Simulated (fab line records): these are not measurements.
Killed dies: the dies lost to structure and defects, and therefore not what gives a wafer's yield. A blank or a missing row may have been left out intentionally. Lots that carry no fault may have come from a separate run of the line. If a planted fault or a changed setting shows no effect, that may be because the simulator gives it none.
Matching of chambers :: flow nand harc :: 4 sister chambers for NHARC_THIN_TSV_CMP_01 on cmp-03
The step polishes. 4 wafers are shown with their chamber, then 7 later ones without.

== WAFERS WITH THEIR CHAMBER ==
wafer: L225.3
chamber: 0
motor current A (A): 11.4

wafer: L225.6
chamber: 3
motor current A (A): 11.6

wafer: L227.1
chamber: 2
motor current A (A): 11.5

wafer: L227.3
chamber: 1
motor current A (A): 13.3

== WAFERS MISSING THEIR CHAMBER ==
wafer: L227.6
motor current A (A): 11.7

wafer: L230.1
motor current A (A): 11.2

wafer: L230.2
motor current A (A): 11.7

wafer: L230.4
motor current A (A): 11.8

wafer: L233.2
motor current A (A): 12.4

wafer: L233.4
motor current A (A): 11.7

wafer: L233.5
motor current A (A): 10.5

== WHICH CHAMBER EACH ONE RAN IN ==
wafer: L227.6
from the rows above: can't be placed: 3 or 2 or 0
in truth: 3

wafer: L230.1
from the rows above: can't be placed: 0 or 2 or 3
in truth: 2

wafer: L230.2
from the rows above: can't be placed: 3 or 2 or 0
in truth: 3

wafer: L230.4
from the rows above: can't be placed: 3 or 2 or 0
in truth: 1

wafer: L233.2
from the rows above: can't be placed: 3 or 1 or 2 or 0
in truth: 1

wafer: L233.4
from the rows above: can't be placed: 3 or 2 or 0
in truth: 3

wafer: L233.5
from the rows above: can't be placed: 0 or 2 or 3
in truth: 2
Correctly placed: 0 of 7. Not placeable from these rows: 7 (in 6, the candidates include the true chamber). Wrongly placed: 0.
How it was worked out, from the rows above alone: a wafer's distance from a chamber is the root of the sum, over the readings, of the square of ((its reading less the chamber's mean) divided by the reading's scatter). The wafer belongs to the nearest chamber; if the next one is less than 2 further off, it can't be placed. For every chamber, the mean is computed from those of its wafers that are shown. The scatter: root of mean squared gap, hidden wafer to nearest shown wafer, with one shown wafer a chamber.
